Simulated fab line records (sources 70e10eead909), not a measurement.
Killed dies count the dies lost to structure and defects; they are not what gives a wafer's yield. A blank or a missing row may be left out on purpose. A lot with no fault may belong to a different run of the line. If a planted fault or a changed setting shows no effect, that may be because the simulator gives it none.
Which tool was responsible?    flow nand-harc    11 lots, 32 wafers sampled, at 5 steps of a route of 1302

## WHAT THE GAUGES READ, wafer by wafer
NHARC_THIN_TSV_THK_MEAS_02: measures by ir.
lot   measured      on             thk-nm (nm)
L120  day 24 05:23  film-metro-01  2787 3468 3192
L124  day 25 06:02  film-metro-02  2916 2916 2865
L125  day 26 04:52  film-metro-01  3135 3331 3281
L126  day 26 13:11  film-metro-02  3047 2728 2954
L127  day 26 21:14  film-metro-01  3067 3000 2869
L128  day 27 19:11  film-metro-02  2985 3045 2906
L132  day 28 03:40  film-metro-02  2998 3179 2974
L129  day 28 09:54  film-metro-01  2900 3573 2901
L134  day 29 22:00  film-metro-01  2973 3013 3208
L137  day 30 16:42  film-metro-01  3038 3008 3119
L136  day 31 07:07  film-metro-01  1 3188

## EACH LOT AND THE TOOL THAT RAN IT (in order: tool; ch and the chambers of the sampled wafers; start)
lot   NHARC_A_BONDPAD_DEP_00                    NHARC_A_BONDPAD_DESCUM_11           NHARC_A_BONDPAD_ETCH_24                        NHARC_THIN_TSV_GRIND_00
L120  pecvd-02 ch 0,2, day 23 10:43             rie-diel-08 ch 0,1,2, day 23 12:09  rie-diel-08 ch 0,2,3, day 24 03:52 or earlier  grinder-01 ch 0, day 24 03:52
L124  pecvd-03 ch 2, day 24 14:04               rie-diel-08 ch 0,2,3, day 24 15:35  rie-diel-08 ch 0,2,3, day 25 04:45 or earlier  grinder-01 ch 0, day 25 04:45
L125  pecvd-03 ch 0,2, day 25 13:44             rie-diel-12 ch 1,2,3, day 25 15:03  rie-diel-12 ch 0,1,2, day 26 03:23 or earlier  grinder-01 ch 0, day 26 03:23
L126  pecvd-03 ch 0,2, day 25 20:16 or earlier  rie-diel-12 ch 2,3, day 25 20:16    rie-diel-08 ch 1,3, day 26 11:41 or earlier    grinder-01 ch 0, day 26 11:41
L127  pecvd-02 ch 0,1,2, day 26 04:40           rie-diel-08 ch 1,3, day 26 06:06    rie-diel-08 ch 0,1,2, day 26 19:56 or earlier  grinder-01 ch 0, day 26 19:56
L128  pecvd-02 ch 0,1,2, day 27 00:07           rie-diel-08 ch 0,1,2, day 27 01:25  rie-diel-08 ch 0,1,3, day 27 18:05 or earlier  grinder-01 ch 0, day 27 18:05
L132  pecvd-02 ch 0,1,2, day 27 12:32           rie-diel-08 ch 1,2,3, day 27 13:56  rie-diel-12 ch 0,2,3, day 28 02:23 or earlier  grinder-01 ch 0, day 28 02:23
L129  pecvd-03 ch 0,1, day 27 18:49             rie-diel-08 ch 0,2,3, day 27 20:07  rie-diel-12 ch 0,2,3, day 28 08:25 or earlier  grinder-01 ch 0, day 28 08:25
L134  pecvd-03 ch 0,1,2, day 29 01:50           rie-diel-12 ch 0,2,3, day 29 03:13  rie-diel-12 ch 0,1,3, day 29 20:32 or earlier  grinder-01 ch 0, day 29 20:32
L137  pecvd-03 ch 0,2, day 30 01:15 or earlier  rie-diel-08 ch 1,3, day 30 01:15    rie-diel-08 ch 1,2, day 30 15:26 or earlier    grinder-01 ch 0, day 30 15:26
L136  pecvd-02 ch 0,2, day 30 15:59             rie-diel-08 ch 1,2, day 30 17:25    rie-diel-12 ch 2,3, day 31 05:49 or earlier    grinder-01 ch 0, day 31 05:49
- NHARC_A_BONDPAD_DEP_00: deposits SiCN, target thk 250 nm.
- NHARC_A_BONDPAD_DESCUM_11: chemistry O2, time 3 s.
- NHARC_A_BONDPAD_ETCH_24: etches the open film in CF4/N2, target depth 30 nm, time 72.99 s.
- NHARC_THIN_TSV_GRIND_00

## THE ANSWER, worked out from the rows above alone
Rule: the lots themselves supply what counts as usual. Put in order of their means at a reading, lots are off if they are a third of the lots or fewer, leave a main group of 4 or more, and stand apart from it by a gap of 3 or more times the standard deviation of the main group's means; of several such gaps the widest counts. A main group is skipped when, at the precision printed for the reading in the tables above, its means are all equal. Also off: a lot with no number at a reading for which 4 or more lots have one. Any other lot the step has rows for is counted as sound.
Off: L136 (NHARC_THIN_TSV_THK_MEAS_02, thk-nm). Main group: mean 3046 nm, sd 1e+02.
If a tool, at a process step before that reading, ran all the lots that are off and no sound lot after the first of them, it fits. The gauges at NHARC_THIN_TSV_THK_MEAS_02 are tried like those tools. NHARC_A_BONDPAD_DEP_00 gives no start for some lots, so the hours and the order of its lots are those of NHARC_A_BONDPAD_DESCUM_11. NHARC_A_BONDPAD_ETCH_24 gives no start for some lots, so the hours and the order of its lots are those of NHARC_THIN_TSV_GRIND_00. Can't be told from this: 5 tools fit, pecvd-02 at NHARC_A_BONDPAD_DEP_00, rie-diel-08 at NHARC_A_BONDPAD_DESCUM_11, rie-diel-12 at NHARC_A_BONDPAD_ETCH_24, grinder-01 at NHARC_THIN_TSV_GRIND_00, film-metro-01 at NHARC_THIN_TSV_THK_MEAS_02.

## WHAT THE SIMULATOR HAD PUT IN
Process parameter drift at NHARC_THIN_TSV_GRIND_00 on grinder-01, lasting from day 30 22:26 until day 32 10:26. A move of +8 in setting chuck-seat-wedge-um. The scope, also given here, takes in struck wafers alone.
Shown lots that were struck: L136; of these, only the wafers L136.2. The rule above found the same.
